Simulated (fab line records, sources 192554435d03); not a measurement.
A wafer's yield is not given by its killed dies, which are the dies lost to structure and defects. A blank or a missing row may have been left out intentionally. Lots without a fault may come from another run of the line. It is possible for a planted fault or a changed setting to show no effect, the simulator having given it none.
Problem report, 8D (eight disciplines) form, completed by code :: flow n5 finfet :: the parts of the form that need people (team, actions taken, sign-off) are left out

== 1. THE PROBLEM ==
At N5_BEOL_M5_CVD_47, run length s averages 303.5 s over 3 wafers from 3 lots, while fault-free wafers read 238.8 s, standard deviation 0.41. So: +99 or more standard deviations from the usual mean.
The step: deposits Co from CCTBA/H2, target thk 3 nm, time 216 s.
First seen on wafer L724.6, day 11 15:18, on cvd co-02. Wafers with a number at this step in the record: 33, from 12 lots. The rule behind "out" and "out of limits": a value lying over 4 standard deviations away from the usual mean. The other wafers with a number count as sound.

== 2. WHAT IT IS, AND WHAT IT ISN'T ==
question: which readings at this step
is: run length s
is not: -

question: which lots
is: L724, L726, L728
is not: L713, L714, L715, L716, L717, L718, L719, L721, L729

question: which wafers of those lots
is: L724.6, L726.4, L728.6
is not: L724.2, L726.5, L728.2

question: read on which tools
is: cvd co-02
is not: cvd co-01

question: when
is: from day 11 15:18
is not: up to then (25 sound wafers); but 5 sound wafers of L726, L728, L729 came after

== 3. SUSPECTS, AND WHAT RULES EACH OUT ==
Counting: any tool at a process step up to the reading remains a suspect provided it ran every lot that is out. Sound lots after the first of them don't rule it out here, since some wafers of a struck lot are sound.
- cvd co-02 at N5_BEOL_M5_CVD_47 (deposits Co from CCTBA/H2, target thk 3 nm, time 216 s): kept. Ran every lot that is out, first one L724 (day 11 15:18); last sound lot up to then L721 (day 10 20:28). Its own run length s readings are out on those wafers.
After counting, what remains is cvd co-02 at N5_BEOL_M5_CVD_47.

== 4. THE CAUSE (what the simulator had put in) ==
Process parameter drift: cvd co-02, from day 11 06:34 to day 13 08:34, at N5_BEOL_M5_CVD_47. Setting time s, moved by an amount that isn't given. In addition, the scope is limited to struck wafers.
The count eliminated every tool but this one.

== 5. THE EFFECT CHAIN, in route order ==
Each row: a reading whose mean over the struck wafers that have a number lies more than 3 standard deviations from the usual. Only readings for which the record gives a usual standard deviation are gone through. hours: the time from each lot's start at the first step in this table that gives one to its start at this step, as a median over the lots. sigmas: the change in usual standard deviations.
hours: 0
step: N5_BEOL_M5_CVD_47
reading: run length s
usual: 238.8 s
on struck wafers: 303.5
change: +64.7
sigmas: +99 or more
Here are the process steps it includes:
- N5_BEOL_M5_CVD_47: deposits Co from CCTBA/H2, target thk 3 nm, time 216 s.

== 6. HOW IT WOULD HAVE BEEN CAUGHT EARLIER ==
First out-of-limits reading in this record: day 11 15:18, which is 9 hours after fault onset at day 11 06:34.
